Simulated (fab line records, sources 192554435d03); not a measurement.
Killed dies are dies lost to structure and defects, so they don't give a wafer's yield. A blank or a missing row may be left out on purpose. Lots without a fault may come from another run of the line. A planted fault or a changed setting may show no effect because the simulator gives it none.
Which tool did it? | flow n5_finfet | 24 lots, 72 wafers sampled, at 1 step of a route of 1938

WHAT THE GAUGES READ, wafer by wafer
N5_BEOL_M11_INSPECT_30: inspects for defects (brightfield).
lot  | measured     | on                | raw_defect_count
L074 | day 9 21:41  | defect_inspect-02 | 455 419 425
L076 | day 10 04:50 | defect_inspect-01 | 704 545 454
L075 | day 10 05:02 | defect_inspect-01 | 402 438 610
L077 | day 10 19:33 | defect_inspect-02 | 662 561 513
L080 | day 11 03:54 | defect_inspect-01 | 499 347 439
L079 | day 11 06:08 | defect_inspect-01 | 547 568 621
L078 | day 11 08:25 | defect_inspect-02 | 521 513 449
L081 | day 11 19:06 | defect_inspect-01 | 515 397 413
L083 | day 12 00:37 | defect_inspect-02 | 472 558 353
L082 | day 12 02:40 | defect_inspect-02 | 394 324 333
L084 | day 12 02:50 | defect_inspect-02 | 291 369 483
L085 | day 12 13:59 | defect_inspect-01 | 414 713 560
L086 | day 12 20:55 | defect_inspect-01 | 382 367 341
L087 | day 13 02:07 | defect_inspect-01 | 367 285 348
L088 | day 13 11:43 | defect_inspect-02 | 438 314 493
L090 | day 13 11:59 | defect_inspect-01 | 414 437 353
L091 | day 13 19:20 | defect_inspect-02 | 473 500 600
L089 | day 13 20:19 | defect_inspect-01 | 570 426 400
L092 | day 14 01:28 | defect_inspect-02 | 841 587 372
L093 | day 14 07:52 | defect_inspect-01 | 253 423 542
L094 | day 14 10:16 | defect_inspect-02 | 379 362 589
L095 | day 14 16:46 | defect_inspect-01 | 297 408 446
L096 | day 15 09:27 | defect_inspect-02 | 373 405 404
L097 | day 15 22:16 | defect_inspect-02 | 328 257 362

WHICH TOOL RAN EACH LOT (tool, then ch and the chambers of the sampled wafers, then the start)
The record holds no process step before these readings.

WHAT THE TOOLS THEMSELVES READ (means of the sampled wafers that have a number; where no wafer has one, the mark that the record gives instead)
The record holds no such reading with a usual standard deviation.

THE ANSWER, worked out from the rows above alone
Rule: what is usual is taken from the lots themselves. Put in order of their means at a reading, lots are off if they are a third of the lots or fewer, leave a main group of 4 or more, and stand apart from it by a gap of 3 or more times the standard deviation of the main group's means; of several such gaps the widest counts. A main group whose means are all the same, to the digits that the tables above print for the reading, isn't used. A lot without any number at a reading at which 4 lots or more have one is off too. The other lots that the step has rows for count as sound. The gauges are gone through in route order, then the tools' own readings, and for those a lot's mean is taken as printed above. The first step at which some lot is off is used, and at that step the reading that is off furthest; a lot without a number counts as furthest.
No lot is off at any reading shown: from this, nothing can be told.

WHAT THE SIMULATOR HAD PUT IN
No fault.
